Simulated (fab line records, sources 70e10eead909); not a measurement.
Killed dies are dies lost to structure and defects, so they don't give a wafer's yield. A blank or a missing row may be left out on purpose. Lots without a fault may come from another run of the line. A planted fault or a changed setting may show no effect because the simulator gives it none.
Chamber matching | flow nand_harc | NHARC_A_BLC_ALD_23 on ald_metal-04: 4 sister chambers
The step deposits TiN, target thk 3 nm, pulse time 1 s, ald cycles 150. 14 wafers are shown with their chamber, then 7 later ones without.

WAFERS WITH THEIR CHAMBER
wafer  | chamber | heater_power_w (W) | precursor_pulse_height_rel
L103.2 | 1       | 1027               | 1.002
L103.5 | 0       | 960                | 1.039
L103.6 | 3       | 981                | 1.018
L102.2 | 3       | 979                | 0.997
L102.3 | 0       | 951                | 0.998
L102.6 | 2       | 1043               | 0.980
L112.3 | 1       | 1017               | 1.022
L112.5 | 2       | 1007               | 1.016
L112.6 | 1       | 1015               | 1.013
L119.2 | 1       | 1062               | 0.985
L119.5 | 2       | 1029               | 1.018
L119.6 | 1       | 1093               | 0.985
L118.3 | 1       | 1081               | 1.005
L118.4 | 1       | 1097               | 0.991

SIGNATURES (means of the wafers above)
reading                    | chamber 0 | chamber 1 | chamber 2 | chamber 3 | scatter within a chamber
heater_power_w             | 955.50    | 1056.00   | 1026.33   | 980.00    | 29.1
precursor_pulse_height_rel | 1.01850   | 1.00043   | 1.00467   | 1.00750   | 0.0179
Rule: a wafer's distance from a chamber is the root of the sum, over the readings, of the square of ((its reading less the chamber's mean) divided by the reading's scatter). The wafer belongs to the nearest chamber; if the next one is less than 2 further off, it can't be placed. The scatter: the root of (the sum of the squares of (reading less its chamber's mean) over the shown wafers, divided by (wafers less chambers)).

WAFERS WITHOUT THEIR CHAMBER
wafer  | heater_power_w (W) | precursor_pulse_height_rel
L118.6 | 937                | 1.040
L122.1 | 1100               | 0.987
L122.3 | 1048               | 1.004
L122.4 | 1090               | 1.059
L124.3 | 1079               | 0.970
L124.4 | 1060               | 0.997
L124.5 | 942                | 0.963

WHICH CHAMBER EACH WENT THROUGH
wafer  | from the rows above               | in truth
L118.6 | can't be placed: 0 or 3           | 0
L122.1 | can't be placed: 1 or 2           | 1
L122.3 | can't be placed: 1 or 2           | 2
L122.4 | can't be placed: 1 or 2 or 3 or 0 | 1
L124.3 | can't be placed: 1 or 2           | 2
L124.4 | can't be placed: 1 or 2           | 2
L124.5 | can't be placed: 3 or 0 or 2 or 1 | 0
Placed correctly: 0 of 7. Can't be placed from these rows: 7 (the true chamber is among the candidates in 7). Placed wrongly: 0.
